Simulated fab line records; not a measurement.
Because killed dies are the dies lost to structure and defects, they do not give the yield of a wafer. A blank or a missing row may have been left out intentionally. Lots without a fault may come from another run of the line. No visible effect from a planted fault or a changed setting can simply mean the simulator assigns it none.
Split-lot study -- flow n5Finfet -- 39 wafers read across 7 lots, on a route 1938 steps long

## SPLIT DETAILS
At N5_BEOL_M7_ALD_77 (deposits TaN, target thk 2 nm, pulse time 2 s, purge time 3 s), the setting aldCycles was moved away from the recipe's 40 on 15 of the 39 wafers read, by -37.5% to +45.0%. All remaining wafers had this setting at the recipe value.

The reading comes from the split's own step.

## THE READING
TaN_of_BEOL_M7_ALD_77.thkNm (the simulator's own value, which no gauge read), in nm, at N5_BEOL_M7_ALD_77 (deposits TaN, target thk 2 nm, pulse time 2 s, purge time 3 s). There is no usual value for it anywhere in the file.

wafer,"tool, chamber at the split",aldCycles as run,against the recipe,"TaN_of_BEOL_M7_ALD_77.thkNm, nm",against lot-mates on the recipe
L075.1,"aldMetal-01, 3,0,2,1,0,1",40,recipe,2,-
L075.2,"aldMetal-01, 3,0,2,1,0,1",40,recipe,2,-
L075.3,"aldMetal-01, 3,0,2,1,0,1",40,recipe,2,-
L075.4,"aldMetal-01, 3,0,2,1,0,1",40,recipe,2,-
L075.5,"aldMetal-01, 3,0,2,1,0,1",40,recipe,2,-
L075.6,"aldMetal-01, 3,0,2,1,0,1",40,recipe,2,-
L080.2,"aldMetal-01, 1,3,0",40,recipe,2,-
L080.5,"aldMetal-01, 1,3,0",40,recipe,2,-
L080.6,"aldMetal-01, 1,3,0",40,recipe,2,-
L084.1,"aldMetal-02, 0,1,0",40,recipe,2,-
L084.4,"aldMetal-02, 0,1,0",40,recipe,2,-
L084.6,"aldMetal-02, 0,1,0",40,recipe,2,-
L084.2,"aldMetal-02, 2,3,1",33,-17.5%,1.6,-0.4
L084.3,"aldMetal-02, 2,3,1",33,-17.5%,1.6,-0.4
L084.5,"aldMetal-02, 2,3,1",33,-17.5%,1.6,-0.4
L089.1,"aldMetal-03, 2,0,3",40,recipe,2,-
L089.3,"aldMetal-03, 2,0,3",40,recipe,2,-
L089.4,"aldMetal-03, 2,0,3",40,recipe,2,-
L089.2,"aldMetal-03, 1,1,0",28,-30.0%,1.4,-0.6
L089.5,"aldMetal-03, 1,1,0",28,-30.0%,1.4,-0.6
L089.6,"aldMetal-03, 1,1,0",28,-30.0%,1.4,-0.6
L090.1,"aldMetal-03, 2,0,3",25,-37.5%,1.2,-0.8
L090.3,"aldMetal-03, 2,0,3",25,-37.5%,1.2,-0.8
L090.6,"aldMetal-03, 2,0,3",25,-37.5%,1.2,-0.8
L090.2,"aldMetal-03, 1,3,2",40,recipe,2,-
L090.4,"aldMetal-03, 1,3,2",40,recipe,2,-
L090.5,"aldMetal-03, 1,3,2",40,recipe,2,-
L092.1,"aldMetal-02, 1",30,-25.0%,1.6,-0.4
L092.2,"aldMetal-02, 0,2,3",40,recipe,2,-
L092.3,"aldMetal-02, 0,2,3",40,recipe,2,-
L092.4,"aldMetal-02, 0,2,3",40,recipe,2,-
L092.5,"aldMetal-02, 0,3",30,-25.0%,1.4,-0.6
L092.6,"aldMetal-02, 0,3",30,-25.0%,1.4,-0.6
L096.1,"aldMetal-03, 2,3,0",40,recipe,2,-
L096.2,"aldMetal-03, 2,3,0",40,recipe,2,-
L096.3,"aldMetal-03, 2,3,0",40,recipe,2,-
L096.4,"aldMetal-03, 1,3,0",58,+45.0%,3,+1.0
L096.5,"aldMetal-03, 1,3,0",58,+45.0%,3,+1.0
L096.6,"aldMetal-03, 1,3,0",58,+45.0%,3,+1.0
Rows listing several chambers each stand for several wafers; the file does not say which wafer went through which chamber.

FIT RESULTS
A straight line over all 39 wafers: TaN_of_BEOL_M7_ALD_77.thkNm changes by +0.0216 nm for each +1% of aldCycles; r = +1.00; the points scatter about the line by 0.031 nm.
The same after taking each lot's own level away (the mean of its wafers on the recipe; 39 wafers): +0.0216 nm for each +1%; r = +1.00; scatter 0.031 nm.
The reading moves by 0.97 nm for the largest change in aldCycles, on that fit.
The lots' own levels span 2.00 to 2.00 nm.
Consequently the slope shifts little with the lot-to-lot level, the two slopes agreeing.
Check: for one of the wafers moved furthest among these (+45.0%), held out of the fit, the line's prediction against its lot-mates is +0.972 nm. Against them it came out at +1 nm.

## THE FILE'S OWN FIT
TaN_of_BEOL_M7_ALD_77.thkNm changes by +0.0215 nm for each +1% of aldCycles, r = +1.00.
